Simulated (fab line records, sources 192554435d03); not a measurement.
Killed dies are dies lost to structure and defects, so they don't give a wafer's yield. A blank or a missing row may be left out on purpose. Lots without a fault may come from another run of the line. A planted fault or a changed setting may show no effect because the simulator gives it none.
fab line records | flow n5_finfet
record lots=24 wafers=72 last_day=21
route steps=1938 shown BEOL_M0_SAQP@636 BEOL_M0_CUTY@713 BEOL_M0@732
lots that met no fault: from a run of the same line without faults
start_h: hours from the record's first day to the start of the lot's first wafer shown | wait_h: hours since the lot's step before | " the same as in the row above | L1.1+2: a row that stands for several wafers | - no value, or no start given | * or withheld: withheld | < > ~ a bound
route shown NAME@n: a module of which the file shows steps, and the number in the route of the first | usual: mean/standard deviation of fault-free wafers | same: alike in all rows | chamber/n: place in a boat | sites: the reading at each site | _std_site: their standard deviation | _edge_site: outer sites' mean less inner sites' | radius_mm: how far each site lies from the wafer's centre | mask NAME#n: copy n | behind: the tool/chamber that last shaped the wafer | hold: why the lot was held/for how many hours/how that ended | device: the transistor (n, p or np) that didn't switch | end of line: the same wafers' tests at the end of the route | a step without rows: its recipe alone | killed: dies lost to structure and defects at the first sort, not the wafer's yield | map: a wafer's dies, x killed, . not, _ none there
set.NAME: the setting as run; set.NAME@STEP: as run at that earlier step | model.NAME: the simulator's own value behind a step, which no gauge read
steps of the route over a sample of lots; a table a step, a row a wafer
services: from which hour (start_h, from the record's first day; less than 0 if before it) a tool's chamber was out of use, for how many hours, and why
## steps
# step N5_BEOL_M0_SAQP_PECVD_96
# recipe material=a-Si target_thk_a=450 temp_c=350 precursor=SiH4/He pressure_torr=3 rf_w=100 time_s=45.2
# usual heater_power_w=632/59 showerhead_plenum_p_Torr=5.66/0.044 showerhead_vpp_V=616/25 susceptor_temp_C=350.00/0.22 throttle_valve_pct=17.8/1
# columns lot.wafer tool chamber start_h wait_h heater_power_w showerhead_plenum_p_Torr showerhead_vpp_V susceptor_temp_C throttle_valve_pct
L074.1 pecvd-01 1 103.89 0.0 614 5.72 571 350.04 16.8
L074.4 " 2 " " 628 5.66 622 350.53 17.2
L074.6 " 0 " " 561 5.61 660 349.89 19.5
L075.2 pecvd-01 0 109.79 0.0 535 5.61 654 349.70 19.8
L075.3 " 2 " " 678 5.65 608 349.95 17.0
L075.4 " 2 " " 677 5.66 611 350.15 17.2
L076.2 pecvd-02 2 126.87 0.0 671 5.61 614 349.85 16.6
L076.4 " 2 " " 683 5.60 620 350.22 16.9
L076.6 " 0 " " 540 5.66 606 350.41 17.4
L077.2 pecvd-02 1 127.22 0.0 696 5.69 638 350.01 18.5
L077.3 " 0 " " 568 5.65 612 349.86 17.3
L077.5 " 1 " " 700 5.70 642 350.04 18.9
L078.2 pecvd-02 1 127.51 0.0 599 5.68 630 349.94 18.6
L078.4 " 2 " " 654 5.62 622 349.74 16.7
L078.5 " 0 " " 579 5.64 609 349.91 17.5
L080.2 pecvd-03 1 145.62 0.0 602 5.61 587 350.04 18.8
L080.4 " 1 " " 616 5.62 598 350.04 18.7
L080.5 " 0 " " 595 5.74 646 349.38 19.5
L079.4 pecvd-03 1 150.56 0.0 646 5.61 606 349.63 18.7
L079.5 " 0 " " 556 5.75 658 349.86 19.1
L079.6 " 2 " " 657 5.61 594 350.07 17.0
L082.3 pecvd-03 1 151.60 0.0 672 5.61 591 349.74 18.7
L082.4 " 1 " " 690 5.60 589 349.47 18.8
L082.6 " 0 " " 561 5.73 640 349.97 18.8
L081.3 pecvd-01 1 152.45 0.0 612 5.71 576 350.19 17.0
L081.5 " 1 " " 606 5.73 578 350.27 16.6
L081.6 " 0 " " 609 5.61 660 350.18 19.5
L083.2 pecvd-01 1 159.14 0.0 602 5.70 557 349.73 16.5
L083.3 " 0 " " 594 5.61 649 350.05 19.6
L083.6 " 1 " " 605 5.73 571 349.76 17.0
L084.1 pecvd-02 0 167.78 0.0 582 5.67 603 349.88 17.3
L084.4 " 2 " " 758 5.63 616 350.34 16.9
L084.5 " 0 " " 498 5.66 599 349.95 17.7
L085.2 pecvd-02 0 175.46 0.0 516 5.67 611 350.19 17.4
L085.3 " 1 " " 617 5.70 629 349.89 18.8
L085.4 " 2 " " 725 5.60 608 349.98 16.7
L086.2 pecvd-01 2 179.65 0.0 683 5.68 610 350.22 17.2
L086.3 " 0 " " 587 5.62 651 349.90 19.4
L086.4 " 2 " " 690 5.67 617 350.14 17.4
L087.1 pecvd-01 0 183.29 0.0 621 5.63 649 349.94 19.5
L087.2 " 1 " " 642 5.71 572 349.76 17.0
L087.6 " 1 " " 653 5.70 575 350.09 16.8
L088.2 pecvd-01 2 186.85 0.0 636 5.66 602 349.81 17.3
L088.5 " 0 " " 608 5.63 663 350.16 19.4
L088.6 " 1 " " 609 5.72 567 349.95 16.8
L089.1 pecvd-02 0 194.66 0.0 567 5.65 614 350.33 17.3
L089.2 " 2 " " 684 5.61 616 349.74 16.6
L089.4 " 1 " " 648 5.71 623 350.09 18.8
L090.3 pecvd-03 2 204.96 0.0 645 5.63 590 350.01 16.8
L090.4 " 0 " " 585 5.72 631 349.94 19.5
L090.6 " 0 " " 584 5.74 646 349.90 19.5
L091.3 pecvd-03 2 209.93 0.0 599 5.61 599 350.07 17.2
L091.4 " 0 " " 604 5.73 635 350.10 19.4
L091.5 " 2 " " 605 5.61 600 350.24 17.1
L092.2 pecvd-02 1 213.99 0.0 659 5.71 630 349.92 18.8
L092.3 " 0 " " 526 5.66 613 350.06 17.4
L092.5 " 0 " " 527 5.66 605 350.10 17.4
L093.2 pecvd-02 0 218.46 0.0 592 5.66 606 349.70 17.6
L093.3 " 2 " " 751 5.59 615 349.83 16.9
L093.6 " 0 " " 570 5.65 614 349.94 17.5
L094.2 pecvd-02 0 230.47 0.0 545 5.65 610 350.26 17.3
L094.3 " 2 " " 721 5.60 616 349.84 17.0
L094.4 " 1 " " 626 5.71 644 349.96 18.6
L095.1 pecvd-02 0 235.94 0.0 590 5.66 607 350.23 17.2
L095.2 " 2 " " 719 5.60 611 350.21 16.9
L095.6 " 2 " " 723 5.60 613 350.27 16.8
L096.1 pecvd-02 0 236.52 0.0 590 5.65 609 350.23 17.2
L096.2 " 2 " " 721 5.61 618 350.18 17.1
L096.5 " 2 " " 705 5.62 624 350.15 16.7
L097.4 pecvd-01 2 244.16 0.0 679 5.66 603 350.07 17.3
L097.5 " 1 " " 683 5.71 576 350.34 17.1
L097.6 " 0 " " 592 5.61 646 350.38 19.5
# step N5_BEOL_M0_SAQP_STRIP_75
# recipe chemistry=CF4 resist=SiARC power_w=300 bias_power_w=75 pressure_mtorr=50 cf4_flow_sccm=150 rf_frequency_hz=6e+07
# usual cf4_flow_sccm=150.0/0.44 drypump_motor_current_A=5.6/0.45 oes_product_au=0.179/0.015 rf_vpp_V=271.4/1.7 showerhead_plenum_p_Torr=1.81/0.064 throttle_valve_pct=13.63/0.2
# columns lot.wafer tool chamber start_h wait_h cf4_flow_sccm drypump_motor_current_A oes_product_au rf_hours_counter_h rf_vpp_V showerhead_plenum_p_Torr throttle_valve_pct
L074.1 rie_diel-06 1 110.00 0.1 150.4 5.5 0.200 55 272.6 1.89 13.21
L074.4 " 0 " " 149.7 5.8 0.189 104 271.8 1.80 13.69
L074.6 " 3 " " 150.7 6.1 0.159 - 272.0 1.82 13.83
L075.2 rie_diel-02 3 115.76 0.1 150.2 5.7 0.199 57 269.9 1.76 13.73
L075.3 " 2 " " 150.1 5.0 0.171 196 273.6 1.86 13.68
L075.4 " 0 " " 150.1 4.8 0.158 215 266.4 1.69 14.00
L076.2 rie_diel-06 0 132.76 0.1 150.6 5.8 0.184 109 271.2 1.80 13.68
L076.4 " 1 " " 149.9 5.5 0.193 60 273.6 1.89 13.25
L076.6 " 0 " " 149.6 5.8 0.185 - 270.4 1.80 13.68
L077.2 rie_diel-05 1 133.81 0.1 149.8 5.6 0.168 183 272.8 1.85 13.75
L077.3 " 2 " " 150.8 6.1 0.181 106 273.5 1.89 13.47
L077.5 " 3 " " 149.6 5.7 0.169 - 269.0 1.72 13.46
L078.2 rie_diel-05 0 133.93 0.1 150.3 5.0 0.167 153 270.4 1.74 13.73
L078.4 " 2 " " 149.8 6.1 0.185 106 274.2 1.89 13.45
L078.5 " 3 " " 150.1 5.7 0.179 - 268.4 1.71 13.46
L080.2 rie_diel-05 3 151.17 0.1 149.1 5.7 0.178 156 269.6 1.71 13.47
L080.4 " 0 " " 149.6 5.0 0.167 157 268.6 1.74 13.73
L080.5 " 0 " " 150.2 5.0 0.168 - 269.2 1.74 13.72
L079.4 rie_diel-05 3 157.15 0.1 149.4 5.8 0.180 158 271.2 1.71 13.48
L079.5 " 1 " " 149.5 5.6 0.164 - 273.4 1.85 13.75
L079.6 " 2 " " 150.6 6.1 0.177 - 272.1 1.89 13.46
L082.3 rie_diel-02 0 157.75 0.1 150.0 4.8 0.158 226 270.3 1.69 14.02
L082.4 " 3 " " 149.4 5.7 0.191 68 271.8 1.76 13.77
L082.6 " 1 " " 149.6 6.4 0.191 - 272.8 1.90 13.46
L081.3 rie_diel-05 3 159.97 0.1 150.0 5.7 0.178 160 268.6 1.71 13.49
L081.5 " 3 " " 149.5 5.7 0.175 - 270.0 1.71 13.48
L081.6 " 0 " " 150.5 5.0 0.171 - 269.9 1.74 13.74
L083.2 rie_diel-06 2 166.57 0.1 149.6 5.5 0.172 209 270.2 1.79 13.65
L083.3 " 1 " " 150.7 5.5 0.191 70 272.7 1.89 13.27
L083.6 " 0 " " 150.8 5.8 0.182 - 271.6 1.80 13.72
L084.1 rie_diel-05 2 175.55 0.1 149.7 6.1 0.185 119 272.5 1.88 13.49
L084.4 " 3 " " 150.2 5.7 0.179 166 269.7 1.71 13.50
L084.5 " 0 " " 150.4 5.0 0.170 - 268.7 1.73 13.76
L085.2 rie_diel-06 0 184.27 0.1 149.8 5.8 0.180 131 272.4 1.79 13.75
L085.3 " 3 " " 150.0 6.0 0.226 1 272.1 1.82 13.29
L085.4 " 2 " " 149.9 5.5 0.169 220 269.9 1.79 13.64
L086.2 rie_diel-02 0 187.71 0.1 149.7 4.8 0.163 233 267.6 1.69 14.03
L086.3 " 3 " " 150.0 5.7 0.195 75 269.7 1.76 13.80
L086.4 " 1 " " 150.3 6.4 0.197 79 273.5 1.89 13.47
L087.1 rie_diel-05 2 191.17 0.1 150.6 6.1 0.176 128 271.9 1.88 13.51
L087.2 " 1 " " 150.2 5.6 0.167 205 273.1 1.84 13.82
L087.6 " 2 " " 149.8 6.1 0.172 - 272.5 1.88 13.50
L088.2 rie_diel-06 3 193.42 0.1 150.0 6.0 0.224 5 271.8 1.82 13.29
L088.5 " 0 " " 150.1 5.8 0.181 - 271.0 1.79 13.75
L088.6 " 3 " " 149.9 6.0 0.225 - 273.3 1.82 13.29
L089.1 rie_diel-05 0 200.34 0.1 150.9 5.0 0.173 180 269.3 1.73 13.78
L089.2 " 3 " " 150.0 5.7 0.175 172 271.6 1.71 13.52
L089.4 " 1 " " 150.6 5.6 0.168 208 272.2 1.84 13.80
L090.3 rie_diel-06 2 211.29 0.1 150.0 5.6 0.168 230 269.9 1.79 13.67
L090.4 " 3 " " 150.1 6.0 0.225 - 272.7 1.82 13.30
L090.6 " 1 " " 150.0 5.6 0.191 - 272.2 1.88 13.31
L091.3 rie_diel-02 1 216.07 0.1 150.2 6.4 0.191 88 272.9 1.89 13.52
L091.4 " 3 " " 150.2 5.7 0.194 - 270.0 1.76 13.83
L091.5 " 0 " " 150.2 4.8 0.155 - 269.0 1.69 14.08
L092.2 rie_diel-05 2 220.03 0.1 149.7 6.1 0.182 139 274.3 1.88 13.52
L092.3 " 1 " " 150.5 5.6 0.167 216 272.7 1.84 13.82
L092.5 " 0 " " 150.5 5.0 0.169 - 269.3 1.73 13.80
L093.2 rie_diel-06 2 224.22 0.1 150.1 5.5 0.165 235 272.4 1.79 13.68
L093.3 " 3 " " 149.6 6.0 0.223 16 271.9 1.82 13.32
L093.6 " 1 " " 150.4 5.6 0.189 - 274.4 1.88 13.32
L094.2 rie_diel-02 1 236.60 0.1 149.8 6.3 0.186 94 273.5 1.89 13.53
L094.3 " 2 " " 149.1 5.0 0.164 226 271.4 1.85 13.76
L094.4 " 3 " " 149.7 5.7 0.192 91 269.0 1.75 13.84
L095.1 rie_diel-02 1 241.50 0.1 150.3 6.4 0.183 96 271.6 1.89 13.52
L095.2 " 2 " " 150.0 5.0 0.168 228 272.0 1.85 13.73
L095.6 " 2 " " 150.0 5.0 0.173 - 270.6 1.85 13.76
L096.1 rie_diel-02 1 242.00 0.1 150.3 6.4 0.187 96 272.1 1.89 13.52
L096.2 " 2 " " 150.1 5.0 0.167 228 272.9 1.85 13.75
L096.5 " 3 " " 150.1 5.7 0.195 - 270.4 1.75 13.83
L097.4 rie_diel-06 2 249.72 0.1 149.3 5.6 0.159 240 270.5 1.79 13.70
L097.5 " 3 " " 150.6 6.1 0.212 - 273.2 1.82 13.32
L097.6 " 0 " " 149.3 5.8 0.173 - 271.9 1.79 13.78
# step N5_BEOL_M0_CUTY_ETCH_63
# recipe chemistry=N2/H2 target=SOC target_depth_a=827 overetch_a=165 mask_material=SiARC temp_c=40 ion_energy_ev=200 time_s=124 pressure_mtorr=30 source_w=840 bias_w=150 n2_flow_sccm=200 h2_flow_sccm=200
# usual drypump_motor_current_A=5.67/0.22 oes_product_au=0.66/0.066 rf_vpp_V=524.0/2.3 showerhead_plenum_p_Torr=2.54/0.088 throttle_valve_pct=17.87/0.24
# columns lot.wafer tool chamber start_h wait_h drypump_motor_current_A oes_product_au rf_hours_counter_h rf_vpp_V showerhead_plenum_p_Torr throttle_valve_pct
L074.1 rie_diel-03 3 110.58 0.0 5.67 0.68 104 521.4 2.43 17.51
L074.4 " 0 " " 5.53 0.59 179 523.4 2.51 17.70
L074.6 " 2 " " 5.96 0.62 - 526.3 2.65 17.81
L075.2 rie_diel-03 0 117.02 0.0 5.53 0.59 181 523.7 2.50 17.69
L075.3 " 1 " " 5.77 0.67 90 522.1 2.45 17.88
L075.4 " 3 " " 5.68 0.67 - 521.3 2.43 17.51
L076.2 rie_diel-01 3 133.39 0.0 5.85 0.58 228 522.9 2.51 17.85
L076.4 " 0 " " 5.77 0.69 69 521.2 2.47 17.71
L076.6 " 1 " " 5.52 0.71 - 528.4 2.69 17.85
L077.2 rie_diel-04 2 134.48 0.0 5.42 0.58 218 526.4 2.64 18.03
L077.3 " 1 " " 5.87 0.57 245 522.5 2.51 18.17
L077.5 " 3 " " 5.24 0.63 - 525.6 2.66 18.19
L078.2 rie_diel-03 3 134.59 0.0 5.67 0.66 109 522.0 2.43 17.52
L078.4 " 0 " " 5.52 0.59 184 523.8 2.50 17.71
L078.5 " 3 " " 5.65 0.67 - 519.9 2.43 17.52
L080.2 rie_diel-03 2 151.73 0.0 6.02 0.63 158 526.3 2.64 17.81
L080.4 " 0 " " 5.53 0.59 189 522.3 2.50 17.71
L080.5 " 3 " " 5.69 0.67 - 521.7 2.43 17.53
L079.4 rie_diel-04 0 157.77 0.1 5.87 0.78 - 522.2 2.49 17.67
L079.5 " 3 " " 5.25 0.61 - 527.2 2.65 18.20
L079.6 " 2 " " 5.39 0.57 - 527.0 2.64 18.05
L082.3 rie_diel-04 2 158.47 0.0 5.43 0.57 228 525.5 2.64 18.03
L082.4 " 2 " " 5.42 0.58 - 525.5 2.63 18.03
L082.6 " 3 " " 5.25 0.62 - 526.2 2.65 18.21
L081.3 rie_diel-03 2 161.00 0.0 5.97 0.62 161 526.9 2.64 17.82
L081.5 " 2 " " 5.98 0.62 - 525.5 2.64 17.83
L081.6 " 1 " " 5.79 0.66 - 521.8 2.45 17.91
L083.2 rie_diel-04 2 167.14 0.0 5.44 0.57 232 527.8 2.63 18.04
L083.3 " 0 " " 5.88 0.78 8 523.5 2.48 17.67
L083.6 " 3 " " 5.23 0.62 - 525.3 2.65 18.21
L084.1 rie_diel-03 1 176.22 0.0 5.77 0.66 107 521.3 2.44 17.93
L084.4 " 3 " " 5.62 0.67 124 521.5 2.42 17.56
L084.5 " 2 " " 6.01 0.62 - 527.1 2.64 17.81
L085.2 rie_diel-04 0 184.88 0.0 5.85 0.75 17 524.0 2.48 17.70
L085.3 " 1 " " 5.96 0.79 4 522.6 2.51 17.64
L085.4 " 3 " " 5.24 0.61 169 527.9 2.65 18.23
L086.2 rie_diel-04 2 188.28 0.0 5.43 0.56 241 526.5 2.63 18.05
L086.3 " 0 " " 5.85 0.75 18 522.2 2.48 17.70
L086.4 " 1 " " 5.90 0.79 5 523.8 2.50 17.65
L087.1 rie_diel-01 0 191.73 0.0 5.76 0.67 93 523.1 2.46 17.74
L087.2 " 2 " " 5.64 0.62 164 523.5 2.55 18.33
L087.6 " 2 " " 5.64 0.62 - 522.7 2.55 18.33
L088.2 rie_diel-01 0 193.88 0.0 5.77 0.67 94 519.5 2.46 17.76
L088.5 " 1 " " 5.57 0.69 - 526.4 2.68 17.90
L088.6 " 0 " " 5.76 0.67 - 522.8 2.46 17.75
L089.1 rie_diel-01 1 200.90 0.0 5.55 0.69 74 525.7 2.68 17.89
L089.2 " 2 " " 5.65 0.62 168 525.2 2.55 18.34
L089.4 " 2 " " 5.66 0.62 - 524.4 2.55 18.33
L090.3 rie_diel-04 0 211.94 0.0 5.86 0.74 27 522.3 2.48 17.72
L090.4 " 1 " " 5.88 0.76 - 522.7 2.50 17.68
L090.6 " 0 " " 5.84 0.74 - 521.9 2.48 17.72
L091.3 rie_diel-01 2 216.50 0.0 5.64 0.61 176 523.7 2.54 18.36
L091.4 " 0 " " 5.75 0.67 105 520.8 2.46 17.76
L091.5 " 1 " " 5.52 0.67 - 528.1 2.67 17.91
L092.2 rie_diel-04 3 220.48 0.0 5.24 0.60 183 526.9 2.64 18.25
L092.3 " 1 " " 5.88 0.76 17 523.6 2.50 17.68
L092.5 " 3 " " 5.24 0.60 - 525.6 2.64 18.26
L093.2 rie_diel-03 1 224.78 0.0 5.78 0.64 127 520.3 2.44 17.95
L093.3 " 2 " " 5.94 0.60 186 526.3 2.63 17.87
L093.6 " 0 " " 5.51 0.57 - 523.7 2.49 17.77
L094.2 rie_diel-04 2 237.16 0.0 5.42 0.80 3 526.2 2.62 17.69
L094.3 " 0 " " 5.89 0.72 34 522.1 2.47 17.73
L094.4 " 3 " " 5.23 0.60 188 527.2 2.64 18.26
L095.1 rie_diel-01 1 242.07 0.0 5.54 0.67 92 527.8 2.67 17.91
L095.2 " 0 " " 5.77 0.66 114 521.6 2.46 17.79
L095.6 " 3 " " 5.85 0.77 - 522.1 2.50 17.45
L096.1 rie_diel-01 3 242.56 0.0 5.87 0.77 8 522.6 2.50 17.46
L096.2 " 2 " " 5.66 0.61 184 522.9 2.54 18.37
L096.5 " 3 " " 5.87 0.78 - 523.1 2.50 17.45
L097.4 rie_diel-03 1 250.43 0.0 5.82 0.64 136 521.1 2.43 17.97
L097.5 " 3 " " 5.65 0.63 - 521.7 2.41 17.60
L097.6 " 2 " " 5.97 0.60 - 527.9 2.63 17.87
# step N5_BEOL_M0_SURFACE_TREAT_137
# recipe gas=Ar time_s=* ion_energy_ev=* ion_current_ma_cm2=0.5 pressure_mtorr=* ar_flow_sccm=30
# usual throttle_valve_pct=*
# columns lot.wafer tool chamber start_h wait_h throttle_valve_pct
L074.1 pvd_sputter-01 - 128.00 0.4 *
L074.4 " - " " *
L074.6 " - " " *
L075.2 pvd_sputter-02 - 128.09 0.4 *
L075.3 " - " " *
L075.4 " - " " *
L077.2 pvd_sputter-01 - 137.99 0.1 *
L077.3 " - " " *
L077.5 " - " " *
L076.2 pvd_sputter-01 - 141.95 0.2 *
L076.4 " - " " *
L076.6 " - " " *
L078.2 pvd_sputter-01 - 142.81 0.2 *
L078.4 " - " " *
L078.5 " - " " *
L080.2 pvd_sputter-02 - 156.35 0.1 *
L080.4 " - " " *
L080.5 " - " " *
L082.3 pvd_sputter-01 - 161.29 0.3 *
L082.4 " - " " *
L082.6 " - " " *
L079.4 pvd_sputter-02 - 162.25 0.4 *
L079.5 " - " " *
L079.6 " - " " *
L081.3 pvd_sputter-01 - 165.09 0.3 *
L081.5 " - " " *
L081.6 " - " " *
L083.2 pvd_sputter-01 - 169.11 0.2 *
L083.3 " - " " *
L083.6 " - " " *
L084.1 pvd_sputter-01 - 180.52 0.3 *
L084.4 " - " " *
L084.5 " - " " *
L085.2 pvd_sputter-02 - 187.91 0.1 *
L085.3 " - " " *
L085.4 " - " " *
L086.2 pvd_sputter-01 - 192.39 0.4 *
L086.3 " - " " *
L086.4 " - " " *
L087.1 pvd_sputter-01 - 194.39 0.2 *
L087.2 " - " " *
L087.6 " - " " *
L088.2 pvd_sputter-02 - 200.56 1.4 *
L088.5 " - " " *
L088.6 " - " " *
L089.1 pvd_sputter-02 - 204.74 0.2 *
L089.2 " - " " *
L089.4 " - " " *
L090.3 pvd_sputter-02 - 215.56 0.3 *
L090.4 " - " " *
L090.6 " - " " *
L091.3 pvd_sputter-03 - 218.93 0.2 *
L091.4 " - " " *
L091.5 " - " " *
L092.2 pvd_sputter-01 - 226.25 0.2 *
L092.3 " - " " *
L092.5 " - " " *
L093.2 pvd_sputter-03 - 230.20 0.6 *
L093.3 " - " " *
L093.6 " - " " *
L094.2 pvd_sputter-01 - 241.04 0.1 *
L094.3 " - " " *
L094.4 " - " " *
L096.1 pvd_sputter-03 - 247.73 1.8 *
L096.2 " - " " *
L096.5 " - " " *
L095.1 pvd_sputter-01 - 251.30 0.1 *
L095.2 " - " " *
L095.6 " - " " *
L097.4 pvd_sputter-03 - 255.96 0.1 *
L097.5 " - " " *
L097.6 " - " " *
# step N5_BEOL_M0_ANNEAL_133
# recipe temp_c=400 time_s=60 ambient=vacuum
# usual heater_power_w=780/69 susceptor_temp_C=399.99/0.23
# columns lot.wafer tool chamber start_h wait_h heater_power_w susceptor_temp_C
L074.1 pvd_sputter-02 - 128.79 0.0 879 400.16
L074.4 " - " " 756 399.60
L074.6 " - " " 771 399.80
L075.2 pvd_sputter-02 - 129.23 0.0 869 399.86
L075.3 " - " " 698 399.76
L075.4 " - " " 687 400.31
L077.2 pvd_sputter-01 - 138.53 0.0 745 400.11
L077.3 " - " " 921 399.99
L077.5 " - " " 922 400.22
L076.2 pvd_sputter-01 - 142.43 0.0 860 399.91
L076.4 " - " " 721 399.84
L076.6 " - " " 723 399.96
L078.2 pvd_sputter-02 - 143.23 0.0 706 400.23
L078.4 " - " " 712 399.68
L078.5 " - " " 871 400.18
L080.2 pvd_sputter-02 - 158.75 0.0 760 400.15
L080.4 " - " " 784 399.83
L080.5 " - " " 862 399.98
L082.3 pvd_sputter-02 - 161.99 0.0 707 399.71
L082.4 " - " " 692 399.41
L082.6 " - " " 781 400.49
L079.4 pvd_sputter-02 - 162.89 0.0 772 400.19
L079.5 " - " " 695 399.87
L079.6 " - " " 866 399.95
L081.3 pvd_sputter-01 - 165.55 0.0 855 400.48
L081.5 " - " " 790 399.66
L081.6 " - " " 865 400.42
L083.2 pvd_sputter-02 - 169.51 0.0 786 400.11
L083.3 " - " " 714 399.87
L083.6 " - " " 683 399.81
L084.1 pvd_sputter-03 - 180.89 0.0 811 399.98
L084.4 " - " " 664 399.72
L084.5 " - " " 816 399.89
L085.2 pvd_sputter-03 - 189.64 0.0 675 400.21
L085.3 " - " " 840 399.97
L085.4 " - " " 764 399.97
L086.2 pvd_sputter-01 - 192.77 0.0 797 399.60
L086.3 " - " " 922 400.22
L086.4 " - " " 851 399.80
L087.1 pvd_sputter-03 - 195.04 0.0 666 400.49
L087.2 " - " " 789 399.98
L087.6 " - " " 741 400.08
L088.2 pvd_sputter-03 - 201.10 0.0 823 400.15
L088.5 " - " " 839 400.33
L088.6 " - " " 828 400.07
L089.1 pvd_sputter-02 - 205.42 0.0 698 400.12
L089.2 " - " " 876 399.71
L089.4 " - " " 784 400.30
L090.3 pvd_sputter-02 - 217.68 0.0 859 399.83
L090.4 " - " " 707 400.23
L090.6 " - " " 853 399.80
L091.3 pvd_sputter-03 - 219.57 0.0 676 399.98
L091.4 " - " " 825 399.51
L091.5 " - " " 771 400.02
L092.2 pvd_sputter-02 - 228.41 0.0 718 400.08
L092.3 " - " " 786 399.92
L092.5 " - " " 772 400.07
L093.2 pvd_sputter-03 - 230.62 0.0 656 400.38
L093.3 " - " " 756 399.81
L093.6 " - " " 798 399.68
L094.2 pvd_sputter-01 - 241.40 0.0 775 400.06
L094.3 " - " " 908 399.78
L094.4 " - " " 853 400.16
L096.1 pvd_sputter-03 - 248.39 0.0 665 400.08
L096.2 " - " " 822 400.18
L096.5 " - " " 798 399.96
L095.1 pvd_sputter-02 - 255.08 0.0 863 399.88
L095.2 " - " " 697 399.62
L095.6 " - " " 710 400.10
L097.4 pvd_sputter-03 - 256.40 0.0 796 399.84
L097.5 " - " " 790 399.88
L097.6 " - " " 755 400.23
# step N5_BEOL_M0_SPUTTER_141
# recipe material=Cu target_thk_a=40 temp_c=-20 chamber_pressure_pa=0.07 power_w=withheld time_s=7.37
# usual susceptor_temp_C=-20.00/0.11 throttle_valve_pct=30.0/0.69
# columns lot.wafer tool chamber start_h wait_h susceptor_temp_C throttle_valve_pct
L074.1 pvd_sputter-02 - 128.95 0.0 -19.87 30.3
L074.4 " - " " -19.97 30.0
L074.6 " - " " -20.01 29.9
L075.2 pvd_sputter-02 - 129.39 0.0 -19.91 30.3
L075.3 " - " " -20.00 29.6
L075.4 " - " " -19.93 29.3
L077.2 pvd_sputter-01 - 138.69 0.0 -19.85 31.2
L077.3 " - " " -19.80 30.0
L077.5 " - " " -20.02 29.7
L076.2 pvd_sputter-01 - 142.59 0.0 -19.99 29.6
L076.4 " - " " -20.16 31.3
L076.6 " - " " -20.01 31.0
L078.2 pvd_sputter-02 - 143.39 0.0 -19.89 29.4
L078.4 " - " " -20.22 29.6
L078.5 " - " " -19.88 30.5
L080.2 pvd_sputter-02 - 158.91 0.0 -20.14 30.0
L080.4 " - " " -20.04 29.9
L080.5 " - " " -20.10 30.5
L082.3 pvd_sputter-02 - 162.15 0.0 -20.11 29.2
L082.4 " - " " -19.99 29.4
L082.6 " - " " -19.85 29.8
L079.4 pvd_sputter-02 - 163.07 0.0 -20.11 29.8
L079.5 " - " " -20.02 29.4
L079.6 " - " " -20.10 30.5
L081.3 pvd_sputter-01 - 165.71 0.0 -19.95 29.3
L081.5 " - " " -19.98 29.3
L081.6 " - " " -20.03 29.4
L083.2 pvd_sputter-02 - 169.67 0.0 -20.09 30.1
L083.3 " - " " -20.10 29.6
L083.6 " - " " -19.98 29.5
L084.1 pvd_sputter-03 - 181.05 0.0 -19.85 31.2
L084.4 " - " " -20.06 29.0
L084.5 " - " " -19.91 31.1
L085.2 pvd_sputter-03 - 189.80 0.0 -20.08 28.6
L085.3 " - " " -19.91 30.4
L085.4 " - " " -20.13 29.7
L086.2 pvd_sputter-01 - 192.93 0.0 -19.91 29.3
L086.3 " - " " -19.87 29.7
L086.4 " - " " -20.05 29.4
L087.1 pvd_sputter-03 - 195.20 0.0 -19.82 28.8
L087.2 " - " " -20.01 31.2
L087.6 " - " " -20.06 29.5
L088.2 pvd_sputter-03 - 201.26 0.0 -20.09 30.4
L088.5 " - " " -20.07 30.5
L088.6 " - " " -20.02 31.4
L089.1 pvd_sputter-02 - 205.58 0.0 -20.11 29.3
L089.2 " - " " -20.12 30.6
L089.4 " - " " -19.96 30.0
L090.3 pvd_sputter-02 - 217.84 0.0 -19.93 30.3
L090.4 " - " " -20.27 29.7
L090.6 " - " " -20.03 30.5
L091.3 pvd_sputter-03 - 219.73 0.0 -20.03 28.7
L091.4 " - " " -20.13 31.1
L091.5 " - " " -20.10 29.5
L092.2 pvd_sputter-02 - 228.57 0.0 -19.91 29.9
L092.3 " - " " -19.82 29.7
L092.5 " - " " -19.81 30.0
L093.2 pvd_sputter-03 - 230.78 0.0 -19.83 28.9
L093.3 " - " " -19.98 29.8
L093.6 " - " " -20.02 31.0
L094.2 pvd_sputter-01 - 241.56 0.0 -19.94 29.3
L094.3 " - " " -20.12 30.1
L094.4 " - " " -19.99 29.5
L096.1 pvd_sputter-03 - 248.55 0.0 -20.04 28.6
L096.2 " - " " -20.02 30.3
L096.5 " - " " -20.03 31.2
L095.1 pvd_sputter-02 - 255.24 0.0 -20.04 30.4
L095.2 " - " " -19.95 29.6
L095.6 " - " " -19.90 29.4
L097.4 pvd_sputter-03 - 256.56 0.0 -20.13 31.4
L097.5 " - " " -20.10 31.5
L097.6 " - " " -19.93 29.5
## services
# columns tool chamber start_h hours kind
pecvd-02 2 91.69 5.5 scheduled_down
rie_diel-04 3 94.76 1.6 repair
rie_diel-05 - 95.09 0.1 repair
pecvd-02 - 98.74 1.0 repair
pvd_sputter-02 - 104.96 7.7 repair
pecvd-02 - 106.63 5.5 pm
rie_diel-01 - 114.20 2.8 pm
rie_diel-03 2 115.16 18.1 repair
pvd_sputter-03 - 116.35 55.4 repair
rie_diel-06 3 141.41 1.3 repair
rie_diel-06 3 156.83 2.9 repair
rie_diel-02 - 169.40 14.6 pm
rie_diel-05 3 183.44 8.8 repair
rie_diel-02 - 192.18 1.3 repair
pecvd-03 1 201.85 11.8 repair
rie_diel-03 0 206.78 4.0 repair
rie_diel-02 2 210.62 5.7 repair
rie_diel-06 0 211.17 17.1 repair
pvd_sputter-03 - 216.35 1.0 repair
rie_diel-05 3 216.50 6.9 repair
rie_diel-03 2 238.86 1.8 repair
pecvd-03 - 241.91 1.2 repair
rie_diel-06 - 246.41 0.3 repair
rie_diel-03 3 254.51 19.3 repair
## key
fault none
